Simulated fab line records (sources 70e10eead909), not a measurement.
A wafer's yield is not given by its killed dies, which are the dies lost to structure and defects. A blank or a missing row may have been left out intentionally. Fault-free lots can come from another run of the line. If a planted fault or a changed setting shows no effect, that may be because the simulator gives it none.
fab line records -- flow nand-harc
record lots=12, wafers=36, last-day=32
route steps=1302 shown P_M1@299 P_M2@323 END@1302
lots that met no fault: from a run of the same line without faults
start-h: start of the lot's first displayed wafer, in hours after the record's first day -- wait-h: hours elapsed since this lot's preceding step -- " the same as in the row above -- L1.1+2: several wafers, shown together as one row -- - no value, or no start was given -- * or withheld: withheld -- < > ~ a bound
route shown NAME@n: names a module that has steps shown in the file, with the first one's number in the route -- usual: mean and standard deviation over wafers with no fault -- same: alike in all rows -- chamber/n: place in a boat -- sites: each site's reading -- _std_site: the standard deviation of these -- _edge_site: outer sites' mean less inner sites' -- radius-mm: how far each site lies from the wafer's centre -- mask NAME#n: copy n -- behind: the last tool/chamber to shape the wafer -- hold: what put the lot on hold/how long, in hours/how the hold closed -- device: names the non-switching transistor (n, p or np) -- end of line: tests of these same wafers at the route's end -- where a step has no rows: the recipe by itself -- killed: at the first sort, the dies lost to defects and structure; wafer yield is something else -- map: a wafer's dies, x killed, . not, _ none there
set.NAME: the setting that was run; set.NAME@STEP: the one run at that earlier step -- model.NAME: the simulator's own value behind a step, which no gauge read
a sample of lots followed through the steps of the route, with each step as a table and each wafer as a row
services: a tool's chamber out of use, with start hour (start-h, from the record's first day; less than 0 if before it), hours out, and reason
## steps
# step NHARC_P_M1_ETCH_35
# recipe target-depth-a=400, overetch-a=120, time-s=43.94, ion-energy-ev=200, n2-flow-sccm=150, h2-flow-sccm=150, ar-flow-sccm=0, rf-w=400, bias-w=150, chemistry=N2/H2
# usual chamber-pressure-mTorr=29.997/0.027, drypump-motor-current-A=5.7/0.5, oes-product-au=0.998/0.0097, rf-vpp-V=431/3.3, showerhead-plenum-p-Torr=2.04/0.12, throttle-valve-pct=14.172/0.0096
lot.wafer,tool,chamber,start-h,wait-h,chamber-pressure-mTorr,drypump-motor-current-A,oes-product-au,rf-hours-counter-h,rf-vpp-V,showerhead-plenum-p-Torr,throttle-valve-pct
L430.1,rie-diel-07,2,137.58,0.1,29.985,5.6,1.013,0,431,2.05,14.174
L430.2,rie-diel-07,0,137.58,0.1,29.962,5.4,0.990,1,428,1.93,14.175
L430.5,rie-diel-07,1,137.58,0.1,30.025,6.4,0.997,-,436,2.21,14.166
L431.4,rie-diel-08,2,150.42,0.1,29.973,6.5,0.983,12,429,2.03,14.172
L431.3,rie-diel-08,3,150.42,0.1,29.991,6.0,0.991,12,426,1.89,14.177
L431.1,rie-diel-08,0,150.42,0.1,30.003,5.7,1.004,10,433,2.15,14.186
L432.1,rie-diel-08,3,153.28,0.1,29.981,6.0,1.004,12,426,1.89,14.168
L432.5,rie-diel-08,0,153.28,0.1,30.006,5.7,1.002,-,433,2.15,14.182
L432.4,rie-diel-08,3,153.28,0.1,30.019,6.0,0.996,-,426,1.89,14.169
L433.2,rie-diel-07,0,178.42,0.1,30.002,5.4,1.007,4,428,1.93,14.172
L433.1,rie-diel-07,3,178.42,0.1,30.041,5.3,0.996,3,427,1.90,14.169
L433.5,rie-diel-07,1,178.42,0.1,30.007,6.4,1.000,-,436,2.20,14.174
L435.2,rie-diel-11,1,194.42,0.1,29.992,5.5,0.998,30,431,2.09,14.174
L435.1,rie-diel-11,2,194.42,0.1,29.980,5.9,1.003,32,431,2.00,14.179
L435.5,rie-diel-11,0,194.42,0.1,30.034,6.2,1.002,-,427,1.91,14.179
L441.4,rie-diel-07,1,240.25,0.1,30.022,6.4,1.004,6,435,2.20,14.156
L441.6,rie-diel-07,3,240.25,0.1,29.988,5.3,0.988,-,426,1.90,14.175
L441.5,rie-diel-07,0,240.25,0.1,30.020,5.5,0.993,-,427,1.93,14.175
L442.1,rie-diel-07,1,262.22,0.1,29.990,6.4,0.987,7,436,2.20,14.159
L442.3,rie-diel-07,0,262.22,0.1,29.958,5.4,0.995,8,427,1.93,14.174
L442.5,rie-diel-07,2,262.22,0.1,30.001,5.6,1.012,-,432,2.05,14.191
L444.3,rie-diel-08,3,271.98,0.1,30.010,6.0,0.997,6,428,1.89,14.170
L444.5,rie-diel-08,3,271.98,0.1,30.021,6.0,1.003,-,426,1.89,14.171
L444.6,rie-diel-08,0,271.98,0.1,29.967,5.7,0.999,-,434,2.15,14.157
L445.1,rie-diel-07,2,293.10,0.1,30.007,5.7,1.002,9,431,2.05,14.171
L445.3,rie-diel-07,3,293.10,0.1,30.019,5.3,1.002,9,426,1.90,14.156
L445.5,rie-diel-07,2,293.10,0.1,29.978,5.7,1.015,-,431,2.04,14.171
L446.3,rie-diel-08,1,294.62,0.2,30.029,4.9,1.016,9,434,2.17,14.186
L446.1,rie-diel-08,3,294.62,0.2,29.957,6.0,0.998,7,426,1.89,14.171
L446.6,rie-diel-08,0,294.62,0.2,29.990,5.7,1.010,-,432,2.15,14.157
L447.4,rie-diel-08,1,305.71,0.1,29.948,4.9,1.006,9,432,2.17,14.180
L447.3,rie-diel-08,2,305.71,0.1,29.976,6.5,0.986,9,429,2.03,14.157
L447.6,rie-diel-08,0,305.71,0.1,29.924,5.7,0.991,-,434,2.15,14.180
L448.1,rie-diel-08,0,313.51,0.1,30.032,5.7,1.005,7,433,2.15,14.184
L448.4,rie-diel-08,2,313.51,0.1,29.978,6.5,0.986,9,431,2.03,14.178
L448.6,rie-diel-08,0,313.51,0.1,29.964,5.7,1.010,-,435,2.15,14.175
# step NHARC_P_M1_PRE_CLEAN_30
# recipe time-s=30, temp-c=280, gas=H2/He
# usual heater-power-w=413/60
lot.wafer,tool,chamber,start-h,wait-h,heater-power-w
L430.1,pvd-sputter-02,-,-,-,417
L430.2,pvd-sputter-02,-,-,-,401
L430.5,pvd-sputter-02,-,-,-,550
L431.4,pvd-sputter-01,-,-,-,363
L431.1,pvd-sputter-01,-,-,-,380
L431.3,pvd-sputter-01,-,-,-,384
L432.1,pvd-sputter-02,-,-,-,403
L432.4,pvd-sputter-02,-,-,-,545
L432.5,pvd-sputter-02,-,-,-,404
L433.1,pvd-sputter-01,-,-,-,309
L433.2,pvd-sputter-01,-,-,-,380
L433.5,pvd-sputter-01,-,-,-,318
L435.2,pvd-sputter-02,-,-,-,408
L435.1,pvd-sputter-02,-,-,-,411
L435.5,pvd-sputter-02,-,-,-,411
L441.4,pvd-sputter-01,-,-,-,372
L441.5,pvd-sputter-01,-,-,-,371
L441.6,pvd-sputter-01,-,-,-,366
L442.3,pvd-sputter-01,-,-,-,375
L442.1,pvd-sputter-01,-,-,-,321
L442.5,pvd-sputter-01,-,-,-,367
L444.3,pvd-sputter-03,-,-,-,489
L444.6,pvd-sputter-03,-,-,-,483
L444.5,pvd-sputter-03,-,-,-,379
L445.1,pvd-sputter-01,-,-,-,383
L445.3,pvd-sputter-01,-,-,-,364
L445.5,pvd-sputter-01,-,-,-,372
L446.3,pvd-sputter-02,-,-,-,411
L446.1,pvd-sputter-02,-,-,-,546
L446.6,pvd-sputter-02,-,-,-,398
L447.3,pvd-sputter-02,-,-,-,411
L447.4,pvd-sputter-02,-,-,-,394
L447.6,pvd-sputter-02,-,-,-,417
L448.4,pvd-sputter-01,-,-,-,378
L448.1,pvd-sputter-01,-,-,-,372
L448.6,pvd-sputter-01,-,-,-,385
# step NHARC_P_M1_PVD_20
# recipe target-thk-a=50, bias-v=168.6, power-w=15000, chamber-pressure-pa=0.12, time-s=8.06, substrate-temp-c=50, material=TaN
# usual throttle-valve-pct=29.6/1
lot.wafer,tool,chamber,start-h,wait-h,throttle-valve-pct
L430.1,pvd-sputter-02,-,-,-,29.3
L430.2,pvd-sputter-02,-,-,-,29.4
L430.5,pvd-sputter-02,-,-,-,28.8
L431.3,pvd-sputter-01,-,-,-,29.9
L431.4,pvd-sputter-01,-,-,-,30.9
L431.1,pvd-sputter-01,-,-,-,29.6
L432.4,pvd-sputter-02,-,-,-,27.7
L432.1,pvd-sputter-02,-,-,-,29.5
L432.5,pvd-sputter-02,-,-,-,27.7
L433.2,pvd-sputter-01,-,-,-,30.3
L433.1,pvd-sputter-01,-,-,-,30.7
L433.5,pvd-sputter-01,-,-,-,29.9
L435.2,pvd-sputter-02,-,-,-,27.7
L435.1,pvd-sputter-02,-,-,-,30.4
L435.5,pvd-sputter-02,-,-,-,27.8
L441.4,pvd-sputter-01,-,-,-,31.3
L441.6,pvd-sputter-01,-,-,-,31.1
L441.5,pvd-sputter-01,-,-,-,29.3
L442.1,pvd-sputter-01,-,-,-,31.3
L442.3,pvd-sputter-01,-,-,-,30.0
L442.5,pvd-sputter-01,-,-,-,29.2
L444.3,pvd-sputter-03,-,-,-,28.7
L444.6,pvd-sputter-03,-,-,-,29.3
L444.5,pvd-sputter-03,-,-,-,28.5
L445.1,pvd-sputter-01,-,-,-,31.1
L445.3,pvd-sputter-01,-,-,-,30.0
L445.5,pvd-sputter-01,-,-,-,29.2
L446.1,pvd-sputter-02,-,-,-,28.0
L446.3,pvd-sputter-02,-,-,-,29.2
L446.6,pvd-sputter-02,-,-,-,29.9
L447.3,pvd-sputter-02,-,-,-,29.8
L447.4,pvd-sputter-02,-,-,-,30.7
L447.6,pvd-sputter-02,-,-,-,29.6
L448.1,pvd-sputter-01,-,-,-,31.0
L448.4,pvd-sputter-01,-,-,-,29.1
L448.6,pvd-sputter-01,-,-,-,31.1
# step NHARC_P_M2_SOFTBAKE_04
# recipe temp-c=105, time-s=55
# usual exhaust-pa=44.9/0.97, heater-power-total-W=188.47/0.14
lot.wafer,tool,chamber,start-h,wait-h,exhaust-pa,heater-power-total-W
L430.1,litho-track-04,0,141,-,45.9,188.38
L430.2,litho-track-04,0,141,-,47.5,188.72
L430.5,litho-track-04,0,141,-,45.1,188.33
L431.1,litho-track-06,0,153,-,44.4,188.44
L431.3,litho-track-06,0,153,-,44.2,188.50
L431.4,litho-track-06,0,153,-,44.2,188.44
L432.1,litho-track-04,0,156,-,45.7,188.71
L432.4,litho-track-04,0,156,-,44.4,188.46
L432.5,litho-track-04,0,156,-,44.3,188.34
L433.1,litho-track-01,0,181,-,45.2,188.38
L433.2,litho-track-01,0,181,-,43.8,188.40
L433.5,litho-track-01,0,181,-,45.6,188.49
L435.1,litho-track-01,0,201,-,44.3,188.32
L435.2,litho-track-01,0,201,-,43.4,188.70
L435.5,litho-track-01,0,201,-,43.8,188.72
L441.4,litho-track-06,0,243,-,44.6,188.39
L441.5,litho-track-06,0,243,-,43.4,188.31
L441.6,litho-track-06,0,243,-,44.8,188.45
L442.1,litho-track-04,0,265,-,45.4,188.38
L442.3,litho-track-04,0,265,-,45.5,188.35
L442.5,litho-track-04,0,265,-,44.7,188.30
L444.3,litho-track-04,0,275,-,45.9,188.27
L444.5,litho-track-04,0,275,-,45.4,188.33
L444.6,litho-track-04,0,275,-,45.1,188.35
L445.1,litho-track-06,0,296,-,45.8,188.25
L445.3,litho-track-06,0,296,-,45.6,188.71
L445.5,litho-track-06,0,296,-,45.2,188.39
L446.1,litho-track-06,0,298,-,45.0,188.43
L446.3,litho-track-06,0,298,-,44.7,188.47
L446.6,litho-track-06,0,298,-,44.9,188.37
L447.3,litho-track-04,0,309,-,44.6,212.66
L447.4,litho-track-04,0,309,-,45.2,212.34
L447.6,litho-track-04,0,309,-,44.7,212.52
L448.1,litho-track-04,0,316,-,44.3,212.42
L448.4,litho-track-04,0,316,-,44.7,212.82
L448.6,litho-track-04,0,316,-,43.6,212.91
# step NHARC_END_SORT_01
# recipe temp-c=25
# usual defect-limited-yield=91.4/2.7, killed-at-array=53/18, killed-at-other=0.8/1.1, killed-at-periphery=4.1/2.7, killed-dies=58/18, killed-open=3.1/1.7, killed-short=2.7/1.7, sort_bin_2_pct=3.0/1.2, sort_bin_3_pct=0.6/0.37, sort_bin_4_pct=4.9/1.5, sort-n-pass=619/18, sort-rim-yield-pct=91/4.1, sort-yield-pct=91.4/2.7
# same gross-dies=677, sort_bin_5_pct[%]=0, sort_bin_6_pct[%]=0, sort_bin_7_pct[%]=0, sort_bin_8_pct[%]=0, sort-rim-n-gross=106.00
lot.wafer,tool,chamber,start-h,wait-h,defect-limited-yield[%],killed-at-array,killed-at-other,killed-at-periphery,killed-dies,killed-open,killed-short,sort_bin_2_pct[%],sort_bin_3_pct[%],sort_bin_4_pct[%],sort-n-pass,sort-rim-yield-pct[%],sort-yield-pct[%]
L432.1,prober-02,0,600.03,2.5,90.0,59,0,9,68,0,6,4.1,0.7,5.2,609,90,90.0
L432.4,prober-02,0,602.37,3.3,89.4,65,1,6,72,2,4,4.6,0.4,5.6,605,88,89.4
L432.5,prober-02,0,603.15,3.6,90.5,62,0,2,64,1,4,3.2,0.6,5.6,613,92,90.5
L431.1,prober-02,0,607.70,2.5,94.4,30,3,5,38,3,4,2.2,0.4,3.0,639,90,94.4
L431.3,prober-02,0,609.31,3.1,92.3,39,4,9,52,3,3,3.7,0.4,3.5,625,85,92.3
L431.4,prober-02,0,610.11,3.4,91.6,48,3,6,57,7,5,3.4,0.4,4.6,620,91,91.6
L433.1,prober-01,0,607.84,2.5,92.5,40,0,11,51,4,3,3.0,0.7,3.8,626,88,92.5
L433.2,prober-01,0,608.63,2.8,88.0,69,1,11,81,1,0,3.8,1.3,6.8,596,97,88.0
L433.5,prober-01,0,610.99,3.6,93.2,39,2,5,46,2,1,2.8,0.7,3.2,631,88,93.2
L435.1,prober-01,0,630.38,2.5,91.6,51,1,5,57,2,2,2.5,0.4,5.5,620,94,91.6
L435.2,prober-01,0,631.17,2.8,94.8,34,0,1,35,2,0,2.5,0.4,2.2,642,92,94.8
L435.5,prober-01,0,633.55,3.7,91.4,52,0,6,58,3,1,2.7,1.2,4.7,619,90,91.4
L444.3,prober-01,0,699.70,3.1,86.1,89,0,5,94,7,1,5.8,0.9,7.2,583,92,86.1
L444.5,prober-01,0,701.29,3.7,88.6,74,0,3,77,3,1,3.0,0.4,8.0,600,86,88.6
L444.6,prober-01,0,702.08,4.0,87.1,82,0,5,87,3,3,4.9,1.0,6.9,590,89,87.1
L446.1,prober-02,0,733.43,2.5,95.1,26,5,2,33,4,3,2.1,0,2.8,644,93,95.1
L446.3,prober-02,0,734.99,3.1,95.4,30,0,1,31,2,7,1.5,0,3.1,646,95,95.4
L446.6,prober-02,0,737.33,3.9,95.9,23,5,0,28,1,3,2.1,0.1,1.9,649,91,95.9
L448.1,prober-01,0,752.87,2.5,86.0,89,1,5,95,1,0,4.7,0.7,8.6,582,86,86.0
L448.4,prober-01,0,755.23,3.4,89.4,71,0,1,72,4,2,4.1,0.6,5.9,605,81,89.4
L448.6,prober-01,0,756.81,3.9,89.1,70,0,4,74,3,1,3.1,0.9,6.9,603,83,89.1
L447.3,prober-01,0,763.94,3.1,94.1,37,0,3,40,4,1,2.5,0,3.4,637,96,94.1
L447.4,prober-01,0,764.75,3.4,95.0,29,0,5,34,3,3,1.5,0.1,3.4,643,85,95.0
L447.6,prober-01,0,766.36,4.0,94.4,35,1,2,38,3,5,1.0,0.1,4.4,639,91,94.4
# killed by level:class
L432.1 A_CHANNEL_HOLE_D1:chamber-film-flake=33 A_CHANNEL_HOLE_D2:chamber-film-flake=14 P_CONTACT:chamber-film-flake=4 A_CONTACT:chamber-film-flake=4 P_GATE:geometric-particle:short=1 A_ONON_D1:geometric-particle:short=1 A_CHANNEL_HOLE_D2:geometric-particle:short=1 A_CHANNEL_FILL_D2:geometric-particle:short=1
L432.4 A_CHANNEL_HOLE_D1:chamber-film-flake=36 A_CHANNEL_HOLE_D2:chamber-film-flake=17 P_CONTACT:chamber-film-flake=3 A_CONTACT:chamber-film-flake=3 A_STAIRCASE:chamber-film-flake=2 P_CONTACT:geometric-particle:open=1 P_M1:geometric-particle:short=1 A_SOURCE_PLATE:geometric-particle:short=1
L432.5 A_CHANNEL_HOLE_D2:chamber-film-flake=36 A_CHANNEL_HOLE_D1:chamber-film-flake=14 A_CONTACT:chamber-film-flake=4 A_ONON_D1:geometric-particle:short=1 A_CHANNEL_FILL_D1:geometric-particle:open=1 A_DECK1_JOINT:geometric-particle:short=1 A_CHANNEL_FILL_D2:geometric-particle:short=1 A_WL_FILL:geometric-particle:short=1
L431.1 A_SLIT:chamber-film-flake=17 A_CHANNEL_FILL_D2:geometric-particle:open=3 A_CHANNEL_HOLE_D2:chamber-film-flake=3 THIN_TSV:chamber-film-flake=3 P_GATE:chamber-film-flake=2 P_CONTACT:chamber-film-flake=2 A_CONTACT:chamber-film-flake=2 A_CHANNEL_FILL_D2:geometric-particle:short=1
L433.1 A_CHANNEL_HOLE_D1:chamber-film-flake=15 P_M0:chamber-film-flake=6 A_CHANNEL_HOLE_D2:chamber-film-flake=6 A_STAIRCASE:chamber-film-flake=6 A_CONTACT:chamber-film-flake=4 A_BLC:chamber-film-flake=4 P_CONTACT:geometric-particle:open=3 A_WL_FILL:geometric-particle:short=2
L433.2 A_CHANNEL_HOLE_D2:chamber-film-flake=26 A_CHANNEL_HOLE_D1:chamber-film-flake=23 A_BLC:chamber-film-flake=8 A_STAIRCASE:chamber-film-flake=5 P_GATE:chamber-film-flake=4 P_ZERO_WELL:chamber-film-flake=3 P_M0:chamber-film-flake=3 A_CONTACT:chamber-film-flake=3
L431.3 A_SLIT:chamber-film-flake=16 A_CHANNEL_HOLE_D2:chamber-film-flake=9 P_CONTACT:chamber-film-flake=4 A_CONTACT:chamber-film-flake=4 P_GATE:chamber-film-flake=3 A_ZERO_WELL:chamber-film-flake=3 THIN_TSV:chamber-film-flake=3 A_M1:geometric-particle:open=2
L431.4 A_SLIT:chamber-film-flake=24 A_CHANNEL_HOLE_D2:chamber-film-flake=4 THIN_TSV:chamber-film-flake=3 A_WL_FILL:chamber-film-flake=3 A_CONTACT:chamber-film-flake=3 P_STI:chamber-film-flake=2 A_CHANNEL_FILL_D2:chamber-film-flake=2 P_CONTACT:geometric-particle:open=1
L433.5 A_CHANNEL_HOLE_D2:chamber-film-flake=12 A_STAIRCASE:chamber-film-flake=7 A_CHANNEL_HOLE_D1:chamber-film-flake=6 A_CONTACT:chamber-film-flake=6 P_ZERO_WELL:chamber-film-flake=2 P_M0:chamber-film-flake=2 A_WL_FILL:chamber-film-flake=2 THIN_TSV:chamber-film-flake=2
L435.1 A_SLIT:chamber-film-flake=27 A_CHANNEL_HOLE_D2:chamber-film-flake=10 A_CHANNEL_FILL_D1:chamber-film-flake=3 A_CONTACT:chamber-film-flake=3 P_GATE:chamber-film-flake=2 A_CHANNEL_HOLE_D1:chamber-film-flake=2 A_STAIRCASE:chamber-film-flake=2 P_CONTACT:geometric-particle:open=1
L435.2 A_SLIT:chamber-film-flake=20 A_CHANNEL_HOLE_D2:chamber-film-flake=6 A_CHANNEL_FILL_D1:chamber-film-flake=2 A_CONTACT:chamber-film-flake=2 A_ONON_D1:geometric-particle:open=1 A_BLC:geometric-particle:open=1 P_GATE:chamber-film-flake=1 A_CHANNEL_HOLE_D1:chamber-film-flake=1
L435.5 A_SLIT:chamber-film-flake=26 A_CHANNEL_HOLE_D2:chamber-film-flake=7 A_CHANNEL_FILL_D1:chamber-film-flake=4 A_STAIRCASE:chamber-film-flake=4 A_CHANNEL_HOLE_D1:chamber-film-flake=3 A_CONTACT:chamber-film-flake=3 P_ZERO_WELL:chamber-film-flake=2 P_M2:chamber-film-flake=2
L444.3 A_CHANNEL_HOLE_D1:chamber-film-flake=36 A_SLIT:chamber-film-flake=29 A_CONTACT:chamber-film-flake=14 A_M0:geometric-particle:open=3 P_ZERO_WELL:chamber-film-flake=3 P_CONTACT:geometric-particle:open=2 A_STAIRCASE:chamber-film-flake=2 A_DECK1_JOINT:geometric-particle:open=1
L444.5 A_SLIT:chamber-film-flake=34 A_CONTACT:chamber-film-flake=14 A_CHANNEL_HOLE_D1:chamber-film-flake=13 A_STAIRCASE:chamber-film-flake=4 P_ZERO_WELL:chamber-film-flake=2 A_ZERO_WELL:chamber-film-flake=2 A_DECK1_JOINT:geometric-particle:short=1 A_DECK1_JOINT:geometric-particle:open=1
L444.6 A_CHANNEL_HOLE_D1:chamber-film-flake=34 A_SLIT:chamber-film-flake=24 A_CONTACT:chamber-film-flake=11 A_STAIRCASE:chamber-film-flake=4 A_BLC:chamber-film-flake=4 P_ZERO_WELL:chamber-film-flake=2 P_STI:geometric-particle:short=1 A_CHANNEL_HOLE_D1:geometric-particle:open=1
L446.1 A_CHANNEL_HOLE_D1:chamber-film-flake=10 A_SLIT:chamber-film-flake=5 THIN_TSV:chamber-film-flake=5 P_M0:geometric-particle:open=2 A_CHANNEL_FILL_D2:geometric-particle:open=2 A_DECK1_JOINT:chamber-film-flake=2 A_ONON_D1:geometric-particle:short=1 A_CHANNEL_FILL_D1:geometric-particle:short=1
L446.3 A_CHANNEL_HOLE_D1:chamber-film-flake=13 A_STAIRCASE:chamber-film-flake=3 A_SLIT:chamber-film-flake=3 P_M1:geometric-particle:short=1 A_ONON_D1:geometric-particle:short=1 A_CHANNEL_FILL_D1:geometric-particle:short=1 A_DECK1_JOINT:geometric-particle:short=1 A_ONON_D2:geometric-particle:short=1
L446.6 A_CHANNEL_HOLE_D1:chamber-film-flake=7 A_CHANNEL_HOLE_D2:chamber-film-flake=6 THIN_TSV:chamber-film-flake=3 A_STAIRCASE:chamber-film-flake=2 A_SLIT:chamber-film-flake=2 A_M0:chamber-film-flake=2 A_CHANNEL_FILL_D1:geometric-particle:short=1 A_DECK1_JOINT:geometric-particle:short=1
L448.1 A_CHANNEL_HOLE_D1:chamber-film-flake=36 A_SLIT:chamber-film-flake=25 A_CHANNEL_HOLE_D2:chamber-film-flake=19 A_CONTACT:chamber-film-flake=4 P_GATE:chamber-film-flake=3 A_STAIRCASE:chamber-film-flake=3 P_ZERO_WELL:chamber-film-flake=2 A_M0:geometric-particle:open=1
L448.4 A_SLIT:chamber-film-flake=33 A_CHANNEL_HOLE_D2:chamber-film-flake=16 A_CHANNEL_HOLE_D1:chamber-film-flake=9 A_STAIRCASE:chamber-film-flake=2 A_CHANNEL_FILL_D2:chamber-film-flake=2 A_CHANNEL_FILL_D1:geometric-particle:open=1 A_ONON_D2:geometric-particle:open=1 A_CHANNEL_FILL_D2:geometric-particle:short=1
L448.6 A_SLIT:chamber-film-flake=35 A_CHANNEL_HOLE_D2:chamber-film-flake=17 A_CHANNEL_HOLE_D1:chamber-film-flake=13 P_GATE:chamber-film-flake=2 A_CHANNEL_FILL_D2:geometric-particle:short=1 A_SGD_CUT:geometric-particle:open=1 A_BLC:geometric-particle:open=1 A_M0:geometric-particle:open=1
L447.3 A_CHANNEL_HOLE_D1:chamber-film-flake=13 A_SLIT:chamber-film-flake=7 A_STAIRCASE:chamber-film-flake=4 A_ZERO_WELL:chamber-film-flake=3 A_CHANNEL_HOLE_D2:chamber-film-flake=3 A_CONTACT:chamber-film-flake=3 P_STI:geometric-particle:open=1 A_SOURCE_PLATE:geometric-particle:open=1
L447.4 A_CHANNEL_HOLE_D1:chamber-film-flake=10 A_SLIT:chamber-film-flake=6 A_CONTACT:chamber-film-flake=5 A_STAIRCASE:chamber-film-flake=2 P_M0:geometric-particle:short=1 P_M2:geometric-particle:open=1 A_DECK1_JOINT:geometric-particle:short=1 A_CHANNEL_HOLE_D2:geometric-particle:open=1
L447.6 A_CHANNEL_HOLE_D1:chamber-film-flake=8 A_CONTACT:chamber-film-flake=7 A_SLIT:chamber-film-flake=7 A_STAIRCASE:chamber-film-flake=6 P_GATE:geometric-particle:short=1 P_M1:geometric-particle:open=1 A_ONON_D1:geometric-particle:short=1 A_ONON_D2:geometric-particle:open=1
## services
tool,chamber,start-h,hours,kind
rie-diel-08,-,116.25,0.4,repair
rie-diel-07,-,117.21,9.0,pm
rie-diel-08,0,118.73,12.2,repair
pvd-sputter-03,-,137.19,3.6,repair
pvd-sputter-03,-,143.25,6.1,repair
rie-diel-08,2,152.58,1.3,repair
litho-track-01,-,155.00,7.0,pm
pvd-sputter-03,-,170.00,10.0,pm
rie-diel-11,1,170.07,3.4,repair
litho-track-06,-,179.00,7.0,pm
pvd-sputter-02,-,187.08,1.6,repair
rie-diel-08,-,191.05,9.0,pm
litho-track-04,-,203.00,7.0,pm
rie-diel-08,2,203.25,12.5,repair
pvd-sputter-03,-,221.56,6.7,repair
pvd-sputter-01,-,226.13,10.0,pm
pvd-sputter-02,-,231.66,0.9,repair
rie-diel-08,0,235.14,17.7,repair
rie-diel-07,-,245.14,1.2,repair
rie-diel-07,3,258.78,8.9,repair
rie-diel-08,3,272.12,7.2,repair
pvd-sputter-02,-,282.01,10.0,pm
rie-diel-07,-,294.21,9.0,pm
rie-diel-07,3,315.48,13.7,repair
## key
first-sign step=NHARC_P_M2_SOFTBAKE_04, reading=heater-power-total-W, direction=up, sigmas=99+, usual=*, struck=*
effect none on later readings
met-at NHARC_P_M2_SOFTBAKE_04
struck-lots L447,L448
not-acting-at NHARC_P_M1_ETCH_35,NHARC_P_M1_PRE_CLEAN_30,NHARC_P_M1_PVD_20
onset-between 275 309
fault kind=process-parameter-drift, tool=litho-track-04, chamber=-, onset-h=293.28, steps=NHARC_P_M2_SOFTBAKE_04, channel=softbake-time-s, offset=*, shape=step, end-h=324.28, acts-in=*, stated=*
